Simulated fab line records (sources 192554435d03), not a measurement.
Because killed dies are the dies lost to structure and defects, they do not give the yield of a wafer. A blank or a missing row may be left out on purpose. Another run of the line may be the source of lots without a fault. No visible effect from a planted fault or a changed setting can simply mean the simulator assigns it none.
fab line records    flow n5-finfet
record lots=24  wafers=72  last-day=17
route steps=1938 shown BEOL_M11@1568
lots untouched by any fault: they come from a run of this same line in which no faults occurred
start-h: hours from the record's first day to the start of the lot's first wafer shown    wait-h: hours from the lot's prior step to this one    " same as the row above    L1.1+2: a row that stands for several wafers    - no value, or no start given    * or withheld: withheld    < > ~ a bound
route shown NAME@n: a module of which the file shows steps, and the number in the route of the first    usual: the fault-free wafers' mean and standard deviation    same: alike in all rows    chamber/n: place in a boat    sites: readings site by site    _std_site: how widely they spread, as a standard deviation    _edge_site: inner sites' mean taken away from outer sites' mean    radius-mm: for every site, how far away it sits from the centre of the wafer    mask NAME#n: copy n    behind: the most recent tool/chamber to have shaped the wafer    hold: why the lot was held/for how many hours/how that ended    device: whichever transistor did not switch (one of n, p or np)    end of line: tests of these same wafers at the route's end    a step without rows: its recipe alone    killed: dies lost to structure and defects at the first sort, not the wafer's yield    map: the dies of a wafer, with x for killed, . for not killed, _ for no die there
set.NAME: the setting the step ran with; set.NAME@STEP: the setting that earlier step ran with    model.NAME: the simulator's own value behind a step, which no gauge read
the route's steps for a sample of lots (tables are steps, rows are wafers)
services: a tool's chamber out of use, with start hour (start-h, from the record's first day; less than 0 if before it), hours out, and reason
## steps
# step N5_BEOL_M11_CD_MEAS_28
# recipe target-cd-nm=70  landing-energy-ev=500  detector=se-inlens  polarity=opening
# usual cd-nm=69.4/0.87
lot.wafer  tool       chamber  start-h  wait-h  cd-nm
L074.1     cd-sem-02  0        247.80   -       68.0
L074.3     "          0        "        "       68.1
L074.6     "          0        "        "       68.0
L076.1     cd-sem-02  0        250.13   -       69.8
L076.4     "          0        "        "       69.2
L076.6     "          0        "        "       69.7
L075.1     cd-sem-03  0        256.89   -       69.1
L075.3     "          0        "        "       68.4
L075.4     "          0        "        "       69.5
L079.3     cd-sem-02  0        261.23   -       69.8
L079.5     "          0        "        "       70.8
L079.6     "          0        "        "       71.3
L078.2     cd-sem-03  0        267.72   -       68.3
L078.3     "          0        "        "       68.9
L078.6     "          0        "        "       69.7
L081.3     cd-sem-03  0        282.21   -       70.9
L081.4     "          0        "        "       70.4
L081.5     "          0        "        "       70.3
L082.2     cd-sem-03  0        282.25   -       69.2
L082.4     "          0        "        "       69.5
L082.5     "          0        "        "       69.1
L080.2     cd-sem-02  0        289.47   -       70.3
L080.3     "          0        "        "       70.5
L080.4     "          0        "        "       69.8
L077.2     cd-sem-01  0        289.64   -       68.1
L077.5     "          0        "        "       69.8
L077.6     "          0        "        "       68.4
L083.1     cd-sem-01  0        301.04   -       68.1
L083.2     "          0        "        "       69.5
L083.4     "          0        "        "       69.4
L084.1     cd-sem-02  0        301.21   -       71.6
L084.2     "          0        "        "       70.7
L084.3     "          0        "        "       71.0
L085.1     cd-sem-01  0        314.10   -       70.0
L085.3     "          0        "        "       69.4
L085.4     "          0        "        "       69.3
L086.1     cd-sem-03  0        316.59   -       69.2
L086.2     "          0        "        "       70.1
L086.4     "          0        "        "       68.9
L088.1     cd-sem-01  0        316.76   -       69.2
L088.3     "          0        "        "       69.5
L088.4     "          0        "        "       70.2
L087.2     cd-sem-01  0        324.50   -       68.8
L087.4     "          0        "        "       67.8
L087.6     "          0        "        "       68.9
L090.2     cd-sem-03  0        340.44   -       70.3
L090.4     "          0        "        "       71.1
L090.5     "          0        "        "       68.4
L089.1     cd-sem-03  0        343.29   -       68.9
L089.3     "          0        "        "       68.4
L089.6     "          0        "        "       69.5
L091.1     cd-sem-02  0        348.39   -       71.5
L091.4     "          0        "        "       69.3
L091.6     "          0        "        "       70.3
L092.1     cd-sem-01  0        348.77   -       70.4
L092.4     "          0        "        "       70.4
L092.5     "          0        "        "       70.2
L094.1     cd-sem-01  0        357.34   -       69.0
L094.2     "          0        "        "       69.1
L094.5     "          0        "        "       68.3
L095.2     cd-sem-03  0        362.86   -       67.7
L095.3     "          0        "        "       69.4
L095.4     "          0        "        "       68.0
L096.1     cd-sem-01  0        362.90   -       67.7
L096.4     "          0        "        "       67.9
L096.5     "          0        "        "       68.2
L093.3     cd-sem-02  0        362.95   -       69.4
L093.4     "          0        "        "       68.9
L093.5     "          0        "        "       68.7
L097.2     cd-sem-02  0        365.97   -       69.9
L097.3     "          0        "        "       70.4
L097.4     "          0        "        "       68.7
# step N5_BEOL_M11_OVL_MEAS_29
# recipe points-per-wafer=44
# usual V10_OVL=-0.1/0.72
lot.wafer  tool        chamber  start-h  wait-h  V10_OVL[nm]
L074.1     overlay-01  0        247.83   0.0     -0.7
L074.3     "           0        "        "       0.2
L074.6     "           0        "        "       0.3
L076.1     overlay-01  0        250.17   0.0     -1.0
L076.4     "           0        "        "       -1.3
L076.6     "           0        "        "       -1.2
L075.1     overlay-01  0        256.92   0.0     -0.6
L075.3     "           0        "        "       0.3
L075.4     "           0        "        "       -1.5
L079.3     overlay-02  0        261.26   0.0     0.0
L079.5     "           0        "        "       0.0
L079.6     "           0        "        "       0.9
L078.2     overlay-01  0        267.75   0.0     0.3
L078.3     "           0        "        "       -1.0
L078.6     "           0        "        "       0.1
L081.3     overlay-02  0        282.24   0.0     -0.7
L081.4     "           0        "        "       -0.3
L081.5     "           0        "        "       -0.7
L082.2     overlay-01  0        282.28   0.0     -0.6
L082.4     "           0        "        "       -0.9
L082.5     "           0        "        "       -1.9
L080.2     overlay-02  0        289.50   0.0     1.0
L080.3     "           0        "        "       1.0
L080.4     "           0        "        "       0.8
L077.2     overlay-01  0        289.67   0.0     0.9
L077.5     "           0        "        "       -0.1
L077.6     "           0        "        "       0.5
L083.1     overlay-01  0        301.08   0.0     -0.7
L083.2     "           0        "        "       0.6
L083.4     "           0        "        "       0.0
L084.1     overlay-01  0        301.24   0.0     -0.2
L084.2     "           0        "        "       -0.1
L084.3     "           0        "        "       0.0
L085.1     overlay-01  0        314.13   0.0     -1.0
L085.3     "           0        "        "       -0.1
L085.4     "           0        "        "       -0.8
L086.1     overlay-02  0        316.62   0.0     1.1
L086.2     "           0        "        "       1.6
L086.4     "           0        "        "       1.3
L088.1     overlay-02  0        316.79   0.0     -0.1
L088.3     "           0        "        "       0.5
L088.4     "           0        "        "       0.5
L087.2     overlay-01  0        324.53   0.0     0.1
L087.4     "           0        "        "       0.0
L087.6     "           0        "        "       0.3
L090.2     overlay-02  0        340.47   0.0     -0.2
L090.4     "           0        "        "       0.2
L090.5     "           0        "        "       0.4
L089.1     overlay-02  0        343.32   0.0     -0.2
L089.3     "           0        "        "       -0.1
L089.6     "           0        "        "       -0.2
L091.1     overlay-02  0        348.42   0.0     -0.8
L091.4     "           0        "        "       -0.8
L091.6     "           0        "        "       0.1
L092.1     overlay-01  0        348.80   0.0     -0.6
L092.4     "           0        "        "       0.2
L092.5     "           0        "        "       -0.3
L094.1     overlay-02  0        357.37   0.0     0.2
L094.2     "           0        "        "       0.1
L094.5     "           0        "        "       0.8
L095.2     overlay-01  0        362.89   0.0     1.1
L095.3     "           0        "        "       0.5
L095.4     "           0        "        "       0.7
L096.1     overlay-01  0        362.93   0.0     1.3
L096.4     "           0        "        "       -1.4
L096.5     "           0        "        "       1.2
L093.3     overlay-01  0        362.98   0.0     0.6
L093.4     "           0        "        "       0.0
L093.5     "           0        "        "       -0.1
L097.2     overlay-01  0        366.00   0.0     -0.3
L097.3     "           0        "        "       -0.7
L097.4     "           0        "        "       0.2
# step N5_BEOL_M11_PRE_CLEAN_45
# recipe gas=H2/He  time-s=30  temp-c=250
# usual heater-power-w=326/41
lot.wafer  tool            chamber  start-h  wait-h  heater-power-w
L074.1     pvd-sputter-03  -        249.25   0.0     296
L074.3     "               -        "        "       305
L074.6     "               -        "        "       302
L076.1     pvd-sputter-02  -        253.35   0.0     331
L076.4     "               -        "        "       273
L076.6     "               -        "        "       379
L075.1     pvd-sputter-03  -        258.24   0.0     306
L075.3     "               -        "        "       311
L075.4     "               -        "        "       306
L079.3     pvd-sputter-01  -        262.42   0.0     308
L079.5     "               -        "        "       366
L079.6     "               -        "        "       406
L078.2     pvd-sputter-01  -        269.20   0.0     311
L078.3     "               -        "        "       292
L078.6     "               -        "        "       309
L081.3     pvd-sputter-02  -        283.71   0.0     328
L081.4     "               -        "        "       277
L081.5     "               -        "        "       280
L082.2     pvd-sputter-02  -        283.95   0.0     274
L082.4     "               -        "        "       384
L082.5     "               -        "        "       329
L080.2     pvd-sputter-01  -        290.76   0.0     408
L080.3     "               -        "        "       313
L080.4     "               -        "        "       281
L077.2     pvd-sputter-01  -        290.96   0.0     311
L077.5     "               -        "        "       355
L077.6     "               -        "        "       295
L083.1     pvd-sputter-02  -        302.60   0.0     389
L083.2     "               -        "        "       278
L083.4     "               -        "        "       299
L084.1     pvd-sputter-02  -        303.22   0.0     306
L084.2     "               -        "        "       272
L084.3     "               -        "        "       390
L085.1     pvd-sputter-01  -        315.56   0.0     295
L085.3     "               -        "        "       397
L085.4     "               -        "        "       311
L086.1     pvd-sputter-03  -        318.18   0.0     298
L086.2     "               -        "        "       303
L086.4     "               -        "        "       300
L088.1     pvd-sputter-03  -        318.30   0.0     302
L088.3     "               -        "        "       306
L088.4     "               -        "        "       306
L087.2     pvd-sputter-03  -        327.20   0.0     307
L087.4     "               -        "        "       292
L087.6     "               -        "        "       306
L090.2     pvd-sputter-01  -        343.58   0.0     314
L090.4     "               -        "        "       286
L090.5     "               -        "        "       406
L089.1     pvd-sputter-01  -        344.48   0.0     363
L089.3     "               -        "        "       411
L089.6     "               -        "        "       289
L091.1     pvd-sputter-01  -        350.77   0.0     359
L091.4     "               -        "        "       389
L091.6     "               -        "        "       314
L092.1     pvd-sputter-01  -        351.25   0.0     309
L092.4     "               -        "        "       295
L092.5     "               -        "        "       349
L094.1     pvd-sputter-01  -        359.01   0.0     292
L094.2     "               -        "        "       301
L094.5     "               -        "        "       305
L095.2     pvd-sputter-02  -        364.33   0.0     302
L095.3     "               -        "        "       277
L095.4     "               -        "        "       386
L096.1     pvd-sputter-02  -        364.49   0.0     279
L096.4     "               -        "        "       387
L096.5     "               -        "        "       335
L093.3     pvd-sputter-01  -        364.59   0.0     404
L093.4     "               -        "        "       357
L093.5     "               -        "        "       408
L097.2     pvd-sputter-02  -        367.43   0.0     270
L097.3     "               -        "        "       389
L097.4     "               -        "        "       332
# step N5_BEOL_M11_ALD_74
# recipe material=TaN  target-thk-a=20  temp-c=275  ald-precursor-family=PDMAT  ald-co-reactant=NH3  pressure-torr=3  carrier-flow-sccm=1500  pulse-time-s=2  purge-time-s=3  co-reactant-purge-time-s=2  co-reactant-pulse-time-s=3  ald-cycles=40  precursor-vessel-temp-c=75  precursor-vessel-pressure-torr=26.25  precursor-vessel-carrier-sccm=1000
# usual chamber-pressure-Torr=3.001/0.0066  heater-power-w=417/34
# same co-reactant-pulse-time-s=3
lot.wafer  tool          chamber  start-h  wait-h  chamber-pressure-Torr  heater-power-w
L074.1     ald-metal-01  3        249.31   0.0     3.003                  448
L074.3     "             2        "        "       3.001                  406
L074.6     "             3        "        "       2.996                  438
L076.1     ald-metal-01  3        253.42   0.0     2.996                  437
L076.4     "             0        "        "       3.002                  428
L076.6     "             3        "        "       3.001                  459
L075.1     ald-metal-01  1        258.30   0.0     2.981                  365
L075.3     "             2        "        "       3.014                  423
L075.4     "             0        "        "       2.998                  429
L079.3     ald-metal-01  1        262.48   0.0     2.998                  376
L079.5     "             3        "        "       3.007                  443
L079.6     "             2        "        "       3.009                  412
L078.2     ald-metal-02  1        269.28   0.1     2.998                  363
L078.3     "             3        "        "       3.004                  435
L078.6     "             1        "        "       3.008                  378
L081.3     ald-metal-02  0        283.85   0.1     2.998                  429
L081.4     "             1        "        "       3.004                  375
L081.5     "             0        "        "       3.001                  437
L082.2     ald-metal-04  1        284.01   0.0     3.002                  452
L082.4     "             0        "        "       2.995                  412
L082.5     "             3        "        "       2.997                  363
L080.2     ald-metal-01  0        290.82   0.0     3.005                  428
L080.3     "             1        "        "       2.994                  372
L080.4     "             3        "        "       3.003                  441
L077.2     ald-metal-02  1        291.06   0.1     2.999                  369
L077.5     "             1        "        "       2.981                  369
L077.6     "             0        "        "       2.998                  428
L083.1     ald-metal-01  3        302.66   0.0     2.996                  442
L083.2     "             1        "        "       2.989                  379
L083.4     "             2        "        "       2.998                  414
L084.1     ald-metal-04  3        303.42   0.2     3.011                  364
L084.2     "             0        "        "       2.995                  413
L084.3     "             1        "        "       2.997                  447
L085.1     ald-metal-04  1        315.63   0.1     3.015                  452
L085.3     "             0        "        "       3.003                  418
L085.4     "             3        "        "       2.994                  362
L086.1     ald-metal-01  1        318.30   0.1     3.011                  368
L086.2     "             3        "        "       3.006                  441
L086.4     "             0        "        "       2.998                  433
L088.1     ald-metal-02  2        318.38   0.1     3.002                  365
L088.3     "             3        "        "       3.001                  443
L088.4     "             0        "        "       2.998                  432
L087.2     ald-metal-04  0        327.30   0.1     3.009                  401
L087.4     "             1        "        "       3.010                  447
L087.6     "             3        "        "       3.011                  373
L090.2     ald-metal-01  3        343.64   0.0     3.013                  442
L090.4     "             2        "        "       3.005                  421
L090.5     "             1        "        "       2.993                  382
L089.1     ald-metal-04  1        344.72   0.2     2.991                  439
L089.3     "             2        "        "       3.007                  490
L089.6     "             1        "        "       2.996                  450
L091.1     ald-metal-01  0        350.83   0.0     3.006                  432
L091.4     "             2        "        "       2.999                  415
L091.6     "             0        "        "       3.010                  436
L092.1     ald-metal-01  3        351.31   0.0     3.007                  438
L092.4     "             0        "        "       2.992                  426
L092.5     "             0        "        "       3.002                  441
L094.1     ald-metal-01  3        359.13   0.1     2.998                  437
L094.2     "             1        "        "       2.995                  373
L094.5     "             2        "        "       3.008                  409
L095.2     ald-metal-04  2        364.41   0.1     3.010                  480
L095.3     "             3        "        "       2.999                  373
L095.4     "             1        "        "       2.992                  448
L096.1     ald-metal-01  3        364.55   0.0     3.000                  437
L096.4     "             2        "        "       3.005                  418
L096.5     "             0        "        "       3.008                  427
L093.3     ald-metal-01  1        364.88   0.3     2.995                  383
L093.4     "             3        "        "       3.009                  445
L093.5     "             2        "        "       2.998                  419
L097.2     ald-metal-01  0        367.49   0.0     3.012                  423
L097.3     "             1        "        "       3.000                  380
L097.4     "             2        "        "       3.005                  408
# step N5_BEOL_M11_THK_MEAS_53
# recipe thk-meas-gauge=xrf  reads=Cu_of_BEOL_M11_ECD_50
# usual M11_THK=141/3.1
lot.wafer  tool           chamber  start-h  wait-h  M11_THK[nm]
L074.1     film-metro-01  -        251.04   -       136
L074.3     "              -        "        "       141
L074.6     "              -        "        "       143
L076.1     film-metro-01  -        254.83   -       140
L076.4     "              -        "        "       141
L076.6     "              -        "        "       144
L075.1     film-metro-02  -        259.73   -       140
L075.3     "              -        "        "       139
L075.4     "              -        "        "       141
L079.3     film-metro-01  -        264.12   -       142
L079.5     "              -        "        "       140
L079.6     "              -        "        "       145
L078.2     film-metro-02  -        272.61   -       143
L078.3     "              -        "        "       142
L078.6     "              -        "        "       144
L081.3     film-metro-02  -        285.46   -       146
L081.4     "              -        "        "       141
L081.5     "              -        "        "       142
L082.2     film-metro-01  -        285.71   -       142
L082.4     "              -        "        "       144
L082.5     "              -        "        "       144
L080.2     film-metro-01  -        292.56   -       139
L080.3     "              -        "        "       142
L080.4     "              -        "        "       137
L077.2     film-metro-01  -        294.52   -       138
L077.5     "              -        "        "       143
L077.6     "              -        "        "       137
L083.1     film-metro-01  -        304.02   -       140
L083.2     "              -        "        "       143
L083.4     "              -        "        "       139
L084.1     film-metro-01  -        305.32   -       140
L084.2     "              -        "        "       132
L084.3     "              -        "        "       139
L085.1     film-metro-02  -        317.23   -       143
L085.3     "              -        "        "       142
L085.4     "              -        "        "       143
L086.1     film-metro-01  -        320.04   -       134
L086.2     "              -        "        "       140
L086.4     "              -        "        "       143
L088.1     film-metro-01  -        320.12   -       145
L088.3     "              -        "        "       140
L088.4     "              -        "        "       138
L087.2     film-metro-01  -        329.55   -       139
L087.4     "              -        "        "       139
L087.6     "              -        "        "       140
L090.2     film-metro-01  -        345.07   -       140
L090.4     "              -        "        "       141
L090.5     "              -        "        "       141
L089.1     film-metro-02  -        346.63   -       145
L089.3     "              -        "        "       138
L089.6     "              -        "        "       141
L091.1     film-metro-02  -        352.23   -       141
L091.4     "              -        "        "       133
L091.6     "              -        "        "       135
L092.1     film-metro-02  -        352.67   -       135
L092.4     "              -        "        "       138
L092.5     "              -        "        "       140
L094.1     film-metro-02  -        360.98   -       138
L094.2     "              -        "        "       146
L094.5     "              -        "        "       146
L095.2     film-metro-02  -        365.73   -       144
L095.3     "              -        "        "       140
L095.4     "              -        "        "       143
L096.1     film-metro-02  -        366.00   -       142
L096.4     "              -        "        "       146
L096.5     "              -        "        "       144
L093.3     film-metro-02  -        366.65   -       140
L093.4     "              -        "        "       142
L093.5     "              -        "        "       140
L097.2     film-metro-02  -        368.85   -       141
L097.3     "              -        "        "       146
L097.4     "              -        "        "       140
# step N5_BEOL_M11_INSPECT_58
# recipe inspect-instrument=darkfield  mode=post-dep
# usual raw-defect-count=72/22
lot.wafer  tool               chamber  start-h  wait-h  raw-defect-count
L074.1     defect-inspect-01  -        251.22   0.0     54
L074.3     "                  -        "        "       78
L074.6     "                  -        "        "       102
L076.1     defect-inspect-01  -        254.98   0.0     86
L076.4     "                  -        "        "       75
L076.6     "                  -        "        "       67
L075.1     defect-inspect-01  -        259.88   0.0     66
L075.3     "                  -        "        "       58
L075.4     "                  -        "        "       138
L079.3     defect-inspect-02  -        264.27   0.0     80
L079.5     "                  -        "        "       62
L079.6     "                  -        "        "       62
L078.2     defect-inspect-02  -        272.76   0.0     69
L078.3     "                  -        "        "       74
L078.6     "                  -        "        "       85
L081.3     defect-inspect-02  -        285.61   0.0     43
L081.4     "                  -        "        "       52
L081.5     "                  -        "        "       53
L082.2     defect-inspect-02  -        285.87   0.0     57
L082.4     "                  -        "        "       78
L082.5     "                  -        "        "       104
L080.2     defect-inspect-02  -        292.71   0.0     54
L080.3     "                  -        "        "       82
L080.4     "                  -        "        "       57
L077.2     defect-inspect-02  -        294.67   0.0     96
L077.5     "                  -        "        "       70
L077.6     "                  -        "        "       68
L083.1     defect-inspect-02  -        304.17   0.0     80
L083.2     "                  -        "        "       85
L083.4     "                  -        "        "       101
L084.1     defect-inspect-02  -        305.48   0.0     76
L084.2     "                  -        "        "       67
L084.3     "                  -        "        "       40
L085.1     defect-inspect-02  -        317.38   0.0     70
L085.3     "                  -        "        "       87
L085.4     "                  -        "        "       82
L086.1     defect-inspect-02  -        320.19   0.0     92
L086.2     "                  -        "        "       47
L086.4     "                  -        "        "       83
L088.1     defect-inspect-02  -        320.27   0.0     110
L088.3     "                  -        "        "       70
L088.4     "                  -        "        "       97
L087.2     defect-inspect-02  -        329.70   0.0     51
L087.4     "                  -        "        "       48
L087.6     "                  -        "        "       48
L090.2     defect-inspect-02  -        345.22   0.0     121
L090.4     "                  -        "        "       105
L090.5     "                  -        "        "       112
L089.1     defect-inspect-02  -        346.78   0.0     48
L089.3     "                  -        "        "       46
L089.6     "                  -        "        "       72
L091.1     defect-inspect-02  -        352.38   0.0     62
L091.4     "                  -        "        "       84
L091.6     "                  -        "        "       41
L092.1     defect-inspect-02  -        352.82   0.0     104
L092.4     "                  -        "        "       117
L092.5     "                  -        "        "       90
L094.1     defect-inspect-02  -        361.13   0.0     59
L094.2     "                  -        "        "       89
L094.5     "                  -        "        "       36
L095.2     defect-inspect-01  -        365.88   0.0     88
L095.3     "                  -        "        "       76
L095.4     "                  -        "        "       84
L096.1     defect-inspect-01  -        366.15   0.0     53
L096.4     "                  -        "        "       61
L096.5     "                  -        "        "       57
L093.3     defect-inspect-01  -        366.80   0.0     56
L093.4     "                  -        "        "       50
L093.5     "                  -        "        "       82
L097.2     defect-inspect-01  -        369.01   0.0     43
L097.3     "                  -        "        "       39
L097.4     "                  -        "        "       62
## services
tool            chamber  start-h  hours  kind
ald-metal-02    -        234.29   2.8    pm
ald-metal-01    -        279.44   2.8    pm
pvd-sputter-02  -        281.96   0.5    repair
ald-metal-02    2        288.91   26.9   repair
ald-metal-01    1        327.66   11.6   repair
ald-metal-02    -        337.25   14.0   pm
ald-metal-02    0        337.25   14.0   vent-cycle
ald-metal-02    1        337.25   14.0   vent-cycle
ald-metal-02    2        337.25   14.0   vent-cycle
ald-metal-02    3        337.25   14.0   vent-cycle
ald-metal-02    -        351.25   14.6   pm
ald-metal-02    0        351.25   -      clean
ald-metal-02    1        351.25   -      clean
ald-metal-02    2        351.25   -      clean
ald-metal-02    3        351.25   -      clean
## key
fault none
